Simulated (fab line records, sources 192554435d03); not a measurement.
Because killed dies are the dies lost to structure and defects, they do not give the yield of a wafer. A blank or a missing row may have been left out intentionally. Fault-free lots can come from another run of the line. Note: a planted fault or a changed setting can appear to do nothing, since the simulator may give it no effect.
Matching of chambers ; flow n5 finfet ; 4 sister chambers for N5_BEOL_M10_CMP_52 on cmp-04
The step polishes, stops on SiCOH lowk, t overpolish 7 s, target thk 140 nm. 4 wafers are shown with their chamber, then 9 later ones without.

WAFERS, EACH WITH ITS CHAMBER
wafer;chamber;motor current A (A)
L080.3;1;6.2
L084.2;0;6.4
L084.5;2;6.9
L084.6;3;7.3

WAFERS WITH NO CHAMBER GIVEN
wafer;motor current A (A)
L087.2;6.8
L087.3;6.3
L087.6;6.7
L089.1;6.7
L089.4;7.2
L089.6;6.4
L092.3;6.2
L092.5;6.5
L092.6;7.5

EACH ONE'S CHAMBER
wafer;from the rows above;in truth
L087.2;2;2
L087.3;can't be placed: 1 or 0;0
L087.6;can't be placed: 2 or 0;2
L089.1;can't be placed: 2 or 0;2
L089.4;can't be placed: 3 or 2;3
L089.6;can't be placed: 0 or 1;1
L092.3;can't be placed: 1 or 0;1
L092.5;can't be placed: 0 or 1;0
L092.6;3;3
2 of 9 placed correctly. These rows do not allow placing 7 (true chamber among the candidates in 7). Number placed wrongly: 0.
How it was worked out, from the rows above alone: a wafer's distance from a chamber is the root of the sum, over the readings, of the square of ((its reading less the chamber's mean) divided by the reading's scatter). If the next closest chamber is less than 2 further off than the closest, the wafer can't be placed; otherwise it belongs to the closest. For every chamber, the mean is computed from those of its wafers that are shown. The scatter: with one shown wafer a chamber, the root of the mean of the squares of how far each hidden wafer lies from its nearest shown one.
